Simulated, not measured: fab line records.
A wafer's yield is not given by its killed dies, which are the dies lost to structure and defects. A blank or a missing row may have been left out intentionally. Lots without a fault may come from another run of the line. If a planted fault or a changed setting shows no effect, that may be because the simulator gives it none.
fab line records ; flow n5-finfet
record: lots: 7; wafers: 21
route steps=1938 shown MOL_CONTACT_COAG@523 BEOL_M0_SAQP@636
start-h: the number of hours between the record's first day and the start of the first shown wafer of the lot ; wait-h: hours from the lot's prior step to this one ; " as in the row above ; L1.1+2: one row covering several wafers at once ; - no value, or no start was given ; * or withheld: withheld ; < > ~ a bound
route shown NAME@n: NAME is a module with steps in the file, n the number in the route of the first one ; usual: the fault-free wafers' mean and standard deviation ; same: alike in all rows ; chamber/n: place in a boat ; sites: each site's reading ; _std_site: the values' standard deviation ; _edge_site: the outer-site mean with the inner-site mean subtracted ; radius-mm: for every site, how far away it sits from the centre of the wafer ; mask NAME#n: copy n ; behind: the last tool/chamber to shape the wafer ; hold: the reason the lot was held/the length of the hold in hours/how it ended ; device: which transistor (n, p or np) failed to switch ; end of line: the same wafers' tests at the end of the route ; a step without rows: its recipe alone ; killed: the dies lost at the first sort to structure and to defects; this is not the yield of the wafer ; map: shows each die of a wafer: x if killed, . if not, _ if none is there
set.NAME: the setting as run; set.NAME@STEP: as run at that earlier step ; model.NAME: the simulator's own value behind a step, which no gauge read
lots with deliberately changed settings; one table per step, one row per wafer
== steps ==
step: N5_MOL_CONTACT_COAG_EXPOSE_05
recipe: mask-id: CA; na: 0.33; source-shape: annular; sigma-inner: 0.4; sigma-outer: 0.8; polarization: unpolarized; defocus-nm: 0; dose-mj: 38.25
lot.wafer;tool;chamber;start-h;wait-h;mask;set.dose-mj
L075.2+4;euv-scanner-02;0;93.03;-;CA#0;36.49
L075.5;euv-scanner-02;0;93.03;-;CA#0;38.25
L077.1+3;euv-scanner-01;0;106.62;-;CA#0;38.25
L077.5;euv-scanner-01;0;106.62;-;CA#0;40.06
L080.2+5+6;euv-scanner-01;0;122.73;-;CA#0;38.25
L085.2+3+4;euv-scanner-01;0;153.08;-;CA#0;38.25
L095.3+4;euv-scanner-01;0;218.96;-;CA#0;38.25
L095.6;euv-scanner-01;0;218.96;-;CA#0;39.89
L096.1+4;euv-scanner-02;0;220.17;-;CA#0;37.03
L096.3;euv-scanner-02;0;220.17;-;CA#0;38.25
L097.3+5;euv-scanner-02;0;232.70;-;CA#0;36.07
L097.4;euv-scanner-02;0;232.70;-;CA#0;38.25
step: N5_MOL_CONTACT_COAG_PEB_06
recipe: peb-temp-c: 100; peb-time-s: 60; resist: CAR-EUV
step: N5_MOL_CONTACT_COAG_DEVELOP_07
recipe: develop-time-s: 30; developer: TMAH; resist: CAR-EUV; rinse-liquid: surfactant-rinse; dry: air-spin; dev-temp-c: 23
step: N5_MOL_CONTACT_COAG_CD_MEAS_08
recipe: target-cd-nm: 28; landing-energy-ev: 500; detector: se-inlens; polarity: opening
usual: cd-nm: 28.1/0.33
lot.wafer;tool;chamber;start-h;wait-h;set.dose-mj@MOL_CONTACT_COAG_EXPOSE_05;cd-nm
L075.2;cd-sem-03;0;93.15;-;36.49;27.1
L075.4;cd-sem-03;0;93.15;-;36.49;27.1
L075.5;cd-sem-03;0;93.15;-;38.25;28.5
L077.1;cd-sem-01;0;106.75;-;38.25;27.6
L077.3;cd-sem-01;0;106.75;-;38.25;27.6
L077.5;cd-sem-01;0;106.75;-;40.06;28.9
L080.2;cd-sem-03;0;122.85;-;38.25;28.1
L080.5;cd-sem-03;0;122.85;-;38.25;27.6
L080.6;cd-sem-03;0;122.85;-;38.25;27.5
L085.2;cd-sem-01;0;153.21;-;38.25;28.3
L085.3;cd-sem-01;0;153.21;-;38.25;28.1
L085.4;cd-sem-01;0;153.21;-;38.25;28.2
L095.3;cd-sem-03;0;219.08;-;38.25;27.5
L095.4;cd-sem-03;0;219.08;-;38.25;27.7
L095.6;cd-sem-03;0;219.08;-;39.89;28.8
L096.1;cd-sem-02;0;220.30;-;37.03;27.5
L096.3;cd-sem-02;0;220.30;-;38.25;28.2
L096.4;cd-sem-02;0;220.30;-;37.03;26.9
L097.3;cd-sem-03;0;232.82;-;36.07;27.0
L097.4;cd-sem-03;0;232.82;-;38.25;28.1
L097.5;cd-sem-03;0;232.82;-;36.07;26.9
step: N5_MOL_CONTACT_COAG_DESCUM_13
recipe: chemistry: O2; time-s: 7; source-power-w: 50; bias-power-w: 20; pressure-mtorr: 20; rf-frequency-hz: 2.712e+07; temp-c: 40; resist: CAR-EUV; o2-flow-sccm: 225
step: N5_MOL_CONTACT_COAG_ETCH_59
recipe: chemistry: N2/H2; target: underlayer; target-depth-a: 130; mask-material: CAR-EUV; time-s: 10.4; ion-energy-ev: 200; pressure-mtorr: 30; source-w: 840; bias-w: 150; n2-flow-sccm: 200; h2-flow-sccm: 200; ends: cleared
lot.wafer;tool;chamber;start-h;wait-h;set.dose-mj@MOL_CONTACT_COAG_EXPOSE_05;model.MOL_CONTACT_COAG.cd-offset-nm
L075.2+4;rie-diel-01;2,1;93.31;0.0;36.49;-1
L075.5;rie-diel-01;0;93.31;0.0;38.25;0.4
L077.1;rie-diel-02;3;106.91;0.0;38.25;-0.4
L077.3;rie-diel-02;0;106.91;0.0;38.25;-0.8
L077.5;rie-diel-02;2;106.91;0.0;40.06;0.4
L080.2+5;rie-diel-04;0;123.01;0.0;38.25;-0.2
L080.6;rie-diel-04;3;123.01;0.0;38.25;-0.4
L085.2;rie-diel-04;3;153.36;0.0;38.25;0.4
L085.3;rie-diel-04;2;153.36;0.0;38.25;0.6
L085.4;rie-diel-04;0;153.36;0.0;38.25;0
L095.3+4;rie-diel-01;3,1;219.79;0.0;38.25;-0.4
L095.6;rie-diel-01;2;219.79;0.0;39.89;0.2
L096.1;rie-diel-04;3;220.68;0.0;37.03;-0.8
L096.3;rie-diel-04;2;220.68;0.0;38.25;0
L096.4;rie-diel-04;0;220.68;0.0;37.03;-1.4
L097.3+5;rie-diel-01;2,1;233.20;0.0;36.07;-1.2
L097.4;rie-diel-01;3;233.20;0.0;38.25;0.2
step: N5_MOL_CONTACT_COAG_ETCH_105
recipe: chemistry: CF4; target: SiARC; target-depth-a: 156; mask-material: CAR-EUV; time-s: 26; ion-energy-ev: 80; pressure-mtorr: 40; source-w: 545; bias-w: 36; Ar_flow_sccm: 100; cf4-flow-sccm: 100; ends: cleared
lot.wafer;tool;chamber;start-h;wait-h;set.dose-mj@MOL_CONTACT_COAG_EXPOSE_05;model.MOL_CONTACT_COAG.cd-offset-nm
L075.2;rie-diel-01;2;93.33;0.0;36.49;-0.8
L075.4;rie-diel-01;1;93.33;0.0;36.49;-1
L075.5;rie-diel-01;0;93.33;0.0;38.25;0.6
L077.1;rie-diel-02;3;106.93;0.0;38.25;-0.2
L077.3;rie-diel-02;0;106.93;0.0;38.25;-1
L077.5;rie-diel-02;2;106.93;0.0;40.06;0.8
L080.2+5+6;rie-diel-04;0,0,3;123.03;0.0;38.25;-0.4
L085.2+3;rie-diel-04;3,2;153.38;0.0;38.25;0.4
L085.4;rie-diel-04;0;153.38;0.0;38.25;0
L095.3+4;rie-diel-01;3,1;219.81;0.0;38.25;-0.2
L095.6;rie-diel-01;2;219.81;0.0;39.89;0.2
L096.1;rie-diel-04;3;220.70;0.0;37.03;-1
L096.3;rie-diel-04;2;220.70;0.0;38.25;-0.4
L096.4;rie-diel-04;0;220.70;0.0;37.03;-1.4
L097.3;rie-diel-01;2;233.22;0.0;36.07;-1.4
L097.4;rie-diel-01;3;233.22;0.0;38.25;0.2
L097.5;rie-diel-01;1;233.22;0.0;36.07;-1
step: N5_MOL_CONTACT_COAG_ETCH_106
recipe: chemistry: N2/H2; target: SOC; target-depth-a: 800; overetch-a: 160; mask-material: SiARC; temp-c: 40; time-s: 120; ion-energy-ev: 200; pressure-mtorr: 30; source-w: 840; bias-w: 150; n2-flow-sccm: 200; h2-flow-sccm: 200
usual: rf-vpp-V: 523.6/2.5
lot.wafer;tool;chamber;start-h;wait-h;set.source-w;set.dose-mj@MOL_CONTACT_COAG_EXPOSE_05;rf-vpp-V;model.MOL_CONTACT_COAG.cd-offset-nm
L075.2;rie-diel-01;2;93.36;0.0;917;36.49;509.7;-0.2
L075.4;rie-diel-01;1;93.36;0.0;917;36.49;506.8;-0.8
L075.5;rie-diel-01;0;93.36;0.0;840;38.25;521.6;0.6
L077.1;rie-diel-02;3;106.96;0.0;930.5;38.25;508.2;0.2
L077.3;rie-diel-02;0;106.96;0.0;840;38.25;521.1;-0.8
L077.5;rie-diel-02;2;106.96;0.0;840;40.06;525.3;0.6
L080.2;rie-diel-04;0;123.06;0.0;840;38.25;520.7;-0.2
L080.5;rie-diel-04;0;123.06;0.0;840;38.25;519.6;-0.2
L080.6;rie-diel-04;3;123.06;0.0;775.6;38.25;539.7;-0.6
L085.2;rie-diel-04;3;153.41;0.0;840;38.25;525.9;0.2
L085.3;rie-diel-04;2;153.41;0.0;840;38.25;524.3;0.4
L085.4;rie-diel-04;0;153.41;0.0;840;38.25;520.2;0.2
L095.3;rie-diel-01;3;219.84;0.0;840;38.25;520.5;0
L095.4;rie-diel-01;1;219.84;0.0;840;38.25;521.5;-0.2
L095.6;rie-diel-01;2;219.84;0.0;840;39.89;525.0;0.6
L096.1;rie-diel-04;3;220.73;0.0;840;37.03;526.7;-0.8
L096.3;rie-diel-04;2;220.73;0.0;840;38.25;525.4;-0.2
L096.4;rie-diel-04;0;220.73;0.0;938.3;37.03;509.3;-1.2
L097.3;rie-diel-01;2;233.25;0.0;840;36.07;524.1;-1
L097.4;rie-diel-01;3;233.25;0.0;840;38.25;522.3;0.8
L097.5;rie-diel-01;1;233.25;0.0;975.3;36.07;494.9;-0.6
step: N5_MOL_CONTACT_COAG_COAT_75
recipe: resist: SOC; temp-c: 250; time-s: 60; spin-rpm: 1500; resist-thk-nm: 60
lot.wafer;tool;chamber;start-h;wait-h;set.spin-rpm;model.SOC_of_MOL_CONTACT_COAG_COAT_75.thk-nm
L075.2+5;litho-track-01;0;102.71;0.0;1500;60
L075.4;litho-track-01;0;102.71;0.0;1500;60.2
L077.1+5;litho-track-02;0;119.13;0.0;1500;60
L077.3;litho-track-02;0;119.13;0.0;1500;60.2
L080.2;litho-track-01;0;134.00;0.0;1500;60.2
L080.5;litho-track-01;0;134.00;0.0;1602;58
L080.6;litho-track-01;0;134.00;0.0;1500;60
L085.2+4;litho-track-02;0;163.78;0.0;1500;60
L085.3;litho-track-02;0;163.78;0.0;1500;59.8
L095.3+4;litho-track-04;0;228.64;0.1;1500;60
L095.6;litho-track-04;0;228.64;0.1;1500;59.8
L096.1;litho-track-02;0;231.69;0.0;1500;59.8
L096.3+4;litho-track-02;0;231.69;0.0;1592;58.2
L097.3+5;litho-track-02;0;242.37;0.0;1500;60
L097.4;litho-track-02;0;242.37;0.0;1500;60.2
step: N5_MOL_CONTACT_COAG_COAT_77
recipe: resist: underlayer; temp-c: 205; time-s: 60; spin-rpm: 1500; resist-thk-nm: 10
lot.wafer;tool;chamber;start-h;wait-h;set.spin-rpm;model.underlayer_of_MOL_CONTACT_COAG_COAT_77.thk-nm
L075.2+4;litho-track-01;0;-;-;1411;10.4
L075.5;litho-track-01;0;-;-;1500;10
L077.1+5;litho-track-02;0;-;-;1595;9.8
L077.3;litho-track-02;0;-;-;1500;10
L080.2+5+6;litho-track-01;0;-;-;1500;10
L085.2+3+4;litho-track-02;0;-;-;1500;10
L095.3+4+6;litho-track-04;0;-;-;1500;10
L096.1;litho-track-02;0;-;-;1500;10
L096.3+4;litho-track-02;0;-;-;1424;10.2
L097.3;litho-track-02;0;-;-;1451;10.2
L097.4+5;litho-track-02;0;-;-;1500;10
step: N5_MOL_CONTACT_COAG_COAT_78
recipe: resist: CAR-EUV; spin-rpm: 1500; resist-thk-nm: 40
step: N5_MOL_CONTACT_COAG_EBR_80
recipe: solvent: PGMEA; ebr-width-mm: 1.5
step: N5_MOL_CONTACT_COAG_DESCUM_88
recipe: chemistry: O2; time-s: 7; source-power-w: 50; bias-power-w: 20; pressure-mtorr: 20; rf-frequency-hz: 2.712e+07; temp-c: 40; resist: CAR-EUV; o2-flow-sccm: 225
step: N5_MOL_CONTACT_COAG_ETCH_89
recipe: chemistry: N2/H2; target: underlayer; target-depth-a: 130; mask-material: CAR-EUV; time-s: 10.4; ion-energy-ev: 200; pressure-mtorr: 30; source-w: 840; bias-w: 150; n2-flow-sccm: 200; h2-flow-sccm: 200; ends: cleared
lot.wafer;tool;chamber;start-h;wait-h;set.spin-rpm@MOL_CONTACT_COAG_COAT_77;model.etch.depth-nm
L075.2+4;rie-diel-01;1,2;103.32;0.0;1411;10.33
L075.5;rie-diel-01;1;103.32;0.0;1500;9.995
L077.1;rie-diel-04;0;119.69;0.0;1595;9.772
L077.3;rie-diel-04;1;119.69;0.0;1500;10.09
L077.5;rie-diel-04;3;119.69;0.0;1595;9.792
L080.2;rie-diel-01;1;134.63;0.0;1500;9.987
L080.5;rie-diel-01;0;134.63;0.0;1500;10.02
L080.6;rie-diel-01;3;134.63;0.0;1500;9.986
L085.2+3+4;rie-diel-04;1,0,3;164.21;0.0;1500;10.02
L095.3;rie-diel-02;1;229.25;0.0;1500;9.963
L095.4;rie-diel-02;0;229.25;0.0;1500;9.956
L095.6;rie-diel-02;1;229.25;0.0;1500;9.962
L096.1;rie-diel-04;2;232.31;0.0;1500;10.01
L096.3;rie-diel-04;3;232.31;0.0;1424;10.29
L096.4;rie-diel-04;0;232.31;0.0;1424;10.26
L097.3;rie-diel-01;2;242.81;0.0;1451;10.2
L097.4;rie-diel-01;1;242.81;0.0;1500;10
L097.5;rie-diel-01;2;242.81;0.0;1500;10.02
step: N5_MOL_CONTACT_COAG_ETCH_90
recipe: chemistry: CF4; target: SiARC; target-depth-a: 130; mask-material: CAR-EUV; time-s: 21.7; ion-energy-ev: 80; pressure-mtorr: 40; source-w: 545; bias-w: 36; Ar_flow_sccm: 100; cf4-flow-sccm: 100; ends: cleared
step: N5_MOL_CONTACT_COAG_ALD_131
recipe: material: SiO2; target-thk-a: 50; temp-c: 100; ald-precursor-family: BDEAS; ald-co-reactant: O2-plasma; pulse-time-s: 1; co-reactant-pulse-time-s: 1; purge-time-s: 2; co-reactant-purge-time-s: 2; ald-cycles: 35; pressure-torr: 2
step: N5_MOL_CONTACT_COAG_ETCHBACK_132
recipe: chemistry: CHF3; target: SiO2; target-depth-a: 100; time-s: 6.7; ion-energy-ev: 200; pressure-mtorr: 30; source-w: 610; bias-w: 170; Ar_flow_sccm: 200; CHF3_flow_sccm: 50
step: N5_MOL_CONTACT_COAG_ETCH_91
recipe: chemistry: N2/H2; target: SOC; target-depth-a: 600; overetch-a: 210; mask-material: SiARC; temp-c: 40; time-s: 101.2; ion-energy-ev: 200; pressure-mtorr: 30; source-w: 840; bias-w: 150; n2-flow-sccm: 200; h2-flow-sccm: 200
lot.wafer;tool;chamber;start-h;wait-h;set.spin-rpm@MOL_CONTACT_COAG_COAT_75;model.etch.depth-nm
L075.2;rie-diel-02;3;103.75;0.0;1500;60.09
L075.4;rie-diel-02;2;103.75;0.0;1500;60.18
L075.5;rie-diel-02;3;103.75;0.0;1500;59.96
L077.1+5;rie-diel-04;0,1;120.00;0.0;1500;60.06
L077.3;rie-diel-04;3;120.00;0.0;1500;60.22
L080.2;rie-diel-02;3;135.07;0.0;1500;60.1
L080.5;rie-diel-02;2;135.07;0.0;1602;57.94
L080.6;rie-diel-02;1;135.07;0.0;1500;59.94
L085.2;rie-diel-01;2;166.24;0.0;1500;59.99
L085.3;rie-diel-01;0;166.24;0.0;1500;59.85
L085.4;rie-diel-01;3;166.24;0.0;1500;59.96
L095.3;rie-diel-04;0;230.55;0.0;1500;59.95
L095.4;rie-diel-04;2;230.55;0.0;1500;60.01
L095.6;rie-diel-04;0;230.55;0.0;1500;59.87
L096.1;rie-diel-01;2;232.71;0.0;1500;59.9
L096.3;rie-diel-01;0;232.71;0.0;1592;58.2
L096.4;rie-diel-01;1;232.71;0.0;1592;58.22
L097.3;rie-diel-01;3;243.16;0.0;1500;60.02
L097.4;rie-diel-01;0;243.16;0.0;1500;60.13
L097.5;rie-diel-01;3;243.16;0.0;1500;59.98
step: N5_MOL_CONTACT_COAG_STRIP_92
recipe: chemistry: N2/H2; temp-c: 40; n2-flow-sccm: 200; h2-flow-sccm: 200; rf-frequency-hz: 6e+07
step: N5_MOL_CONTACT_COAG_STRIP_93
recipe: chemistry: N2/H2; temp-c: 40; n2-flow-sccm: 200; h2-flow-sccm: 200; rf-frequency-hz: 6e+07
step: N5_MOL_CONTACT_COAG_ETCHBACK_135
recipe: chemistry: CHF3; target: SiO2; target-depth-a: 250; time-s: 16.7; ion-energy-ev: 200; pressure-mtorr: 30; source-w: 610; bias-w: 170; Ar_flow_sccm: 200; CHF3_flow_sccm: 50
lot.wafer;tool;chamber;start-h;wait-h;set.spin-rpm@MOL_CONTACT_COAG_COAT_75;model.SOC_of_MOL_CONTACT_COAG_COAT_75.thk-nm
L075.2;rie-diel-02;3;103.84;0.0;1500;57.4
L075.4;rie-diel-02;2;103.84;0.0;1500;57.6
L075.5;rie-diel-02;3;103.84;0.0;1500;57.2
L077.1+5;rie-diel-04;0,1;120.09;0.0;1500;57.4
L077.3;rie-diel-04;3;120.09;0.0;1500;57.6
L080.2;rie-diel-02;3;135.16;0.0;1500;57.4
L080.5;rie-diel-02;2;135.16;0.0;1602;55.4
L080.6;rie-diel-02;1;135.16;0.0;1500;57.2
L085.2+4;rie-diel-01;2,3;166.33;0.0;1500;57.4
L085.3;rie-diel-01;0;166.33;0.0;1500;57.2
L095.3+6;rie-diel-04;0;230.64;0.0;1500;57.2
L095.4;rie-diel-04;2;230.64;0.0;1500;57.4
L096.1;rie-diel-01;2;232.80;0.0;1500;57.2
L096.3;rie-diel-01;0;232.80;0.0;1592;55.4
L096.4;rie-diel-01;1;232.80;0.0;1592;55.6
L097.3+4+5;rie-diel-01;3,0,3;243.25;0.0;1500;57.4
step: N5_BEOL_M0_SAQP_PECVD_96
recipe: material: a-Si; target-thk-a: 450; temp-c: 350; precursor: SiH4/He; pressure-torr: 3; rf-w: 100; time-s: 45.2
lot.wafer;tool;chamber;start-h;wait-h;set.time-s;model.a-Si_of_BEOL_M0_SAQP_PECVD_96.thk-nm
L075.2;pecvd-03;0;112.21;0.0;40.28;39.4
L075.4;pecvd-03;1;112.21;0.0;45.2;46
L075.5;pecvd-03;2;112.21;0.0;45.2;45
L077.1;pecvd-02;2;127.29;0.0;45.2;45.2
L077.3;pecvd-02;0;127.29;0.0;45.2;45.4
L077.5;pecvd-02;0;127.29;0.0;45.2;45
L080.2+6;pecvd-03;1,2;141.95;0.0;45.2;45.4
L080.5;pecvd-03;1;141.95;0.0;45.2;45.6
L085.2;pecvd-03;0;176.24;0.0;45.2;45.6
L085.3;pecvd-03;2;176.24;0.0;45.2;45.2
L085.4;pecvd-03;1;176.24;0.0;45.2;47.2
L095.3;pecvd-03;0;237.37;0.0;41.85;43
L095.4;pecvd-03;2;237.37;0.0;45.2;46.6
L095.6;pecvd-03;0;237.37;0.0;41.85;43.2
L096.1;pecvd-01;0;240.36;0.0;38.49;37.2
L096.3;pecvd-01;2;240.36;0.0;45.2;44.8
L096.4;pecvd-01;1;240.36;0.0;38.49;39.6
L097.3;pecvd-03;0;250.50;0.0;49.66;50.6
L097.4;pecvd-03;2;250.50;0.0;49.66;51.2
L097.5;pecvd-03;1;250.50;0.0;45.2;47.4
== key ==
split: step: N5_MOL_CONTACT_COAG_EXPOSE_05; setting: dose-mj; stated: 38.25; by: wafer
response: step: N5_MOL_CONTACT_COAG_CD_MEAS_08; reading: cd-nm; change: +0.26; per: 1%; r: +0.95
response: step: N5_MOL_CONTACT_COAG_ETCH_59; reading: model.MOL_CONTACT_COAG.cd-offset-nm; change: +0.241; per: 1%; r: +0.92
response: step: N5_MOL_CONTACT_COAG_ETCH_105; reading: model.MOL_CONTACT_COAG.cd-offset-nm; change: +0.246; per: 1%; r: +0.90
response: step: N5_MOL_CONTACT_COAG_ETCH_106; reading: model.MOL_CONTACT_COAG.cd-offset-nm; change: +0.229; per: 1%; r: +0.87
split: step: N5_MOL_CONTACT_COAG_ETCH_106; setting: source-w; stated: 840; by: wafer
response: step: N5_MOL_CONTACT_COAG_ETCH_106; reading: rf-vpp-V; change: -1.66; per: 1%; r: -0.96
split: step: N5_MOL_CONTACT_COAG_COAT_75; setting: spin-rpm; stated: 1500; by: wafer
response: step: N5_MOL_CONTACT_COAG_COAT_75; reading: model.SOC_of_MOL_CONTACT_COAG_COAT_75.thk-nm; change: -0.287; per: 1%; r: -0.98
response: step: N5_MOL_CONTACT_COAG_ETCH_91; reading: model.etch.depth-nm; change: -0.292; per: 1%; r: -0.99
response: step: N5_MOL_CONTACT_COAG_ETCHBACK_135; reading: model.SOC_of_MOL_CONTACT_COAG_COAT_75.thk-nm; change: -0.278; per: 1%; r: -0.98
split: step: N5_MOL_CONTACT_COAG_COAT_77; setting: spin-rpm; stated: 1500; by: wafer
response: step: N5_MOL_CONTACT_COAG_COAT_77; reading: model.underlayer_of_MOL_CONTACT_COAG_COAT_77.thk-nm; change: -0.0475; per: 1%; r: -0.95
response: step: N5_MOL_CONTACT_COAG_ETCH_89; reading: model.etch.depth-nm; change: -0.0527; per: 1%; r: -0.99
split: step: N5_BEOL_M0_SAQP_PECVD_96; setting: time-s; stated: 45.2; by: wafer
response: step: N5_BEOL_M0_SAQP_PECVD_96; reading: model.a-Si_of_BEOL_M0_SAQP_PECVD_96.thk-nm; change: +0.452; per: 1%; r: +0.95
